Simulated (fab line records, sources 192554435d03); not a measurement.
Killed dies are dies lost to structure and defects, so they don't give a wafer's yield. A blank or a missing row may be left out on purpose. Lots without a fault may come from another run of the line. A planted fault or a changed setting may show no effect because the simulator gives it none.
Chamber matching | flow n5_finfet | N5_FIN_SAQP_SPACER1_ETCHBACK_25 on rie_diel-02: 4 sister chambers
The step etches SiO2 in CHF3/O2, target depth 24.4 nm, time 12.2 s. 14 wafers are shown with their chamber, then 7 later ones without.

WAFERS WITH THEIR CHAMBER
wafer  | chamber | rf_vpp_V (V) | throttle_valve_pct (%) | oes_product_au (a.u.)
L074.1 | 3       | 523          | 18.96                  | 0.68
L074.3 | 2       | 519          | 18.93                  | 0.86
L074.6 | 0       | 515          | 19.14                  | 0.70
L075.1 | 3       | 523          | 18.97                  | 0.68
L075.4 | 2       | 521          | 18.92                  | 0.87
L075.5 | 2       | 520          | 18.92                  | 0.86
L076.2 | 2       | 519          | 18.92                  | 0.86
L076.3 | 0       | 516          | 19.14                  | 0.69
L076.6 | 0       | 516          | 19.15                  | 0.70
L080.1 | 2       | 520          | 18.94                  | 0.84
L080.4 | 1       | 515          | 19.03                  | 0.68
L080.6 | 3       | 531          | 18.55                  | 1.01
L088.1 | 2       | 520          | 18.99                  | 0.82
L088.3 | 3       | 529          | 18.58                  | 0.93

SIGNATURES (means of the wafers above)
reading            | chamber 0 | chamber 1 | chamber 2 | chamber 3 | scatter within a chamber
rf_vpp_V           | 515.67    | 515.00    | 519.83    | 526.50    | 2.33
throttle_valve_pct | 19.1433   | 19.0300   | 18.9367   | 18.7650   | 0.128
oes_product_au     | 0.6967    | 0.6800    | 0.8517    | 0.8250    | 0.0944
Rule: a wafer's distance from a chamber is the root of the sum, over the readings, of the square of ((its reading less the chamber's mean) divided by the reading's scatter). The wafer belongs to the nearest chamber; if the next one is less than 2 further off, it can't be placed. The scatter: the root of (the sum of the squares of (reading less its chamber's mean) over the shown wafers, divided by (wafers less chambers)).

WAFERS WITHOUT THEIR CHAMBER
wafer  | rf_vpp_V (V) | throttle_valve_pct (%) | oes_product_au (a.u.)
L088.4 | 529          | 18.58                  | 0.93
L095.1 | 517          | 19.21                  | 0.67
L095.2 | 520          | 18.99                  | 0.80
L095.4 | 529          | 18.62                  | 0.90
L096.2 | 531          | 18.62                  | 0.90
L096.4 | 519          | 19.01                  | 0.80
L096.5 | 514          | 18.64                  | 0.95

WHICH CHAMBER EACH WENT THROUGH
wafer  | from the rows above          | in truth
L088.4 | 3                            | 3
L095.1 | can't be placed: 0 or 1      | 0
L095.2 | can't be placed: 2 or 0 or 1 | 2
L095.4 | 3                            | 3
L096.2 | 3                            | 3
L096.4 | can't be placed: 2 or 0 or 1 | 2
L096.5 | can't be placed: 2 or 1 or 0 | 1
Placed correctly: 3 of 7. Can't be placed from these rows: 4 (the true chamber is among the candidates in 4). Placed wrongly: 0.
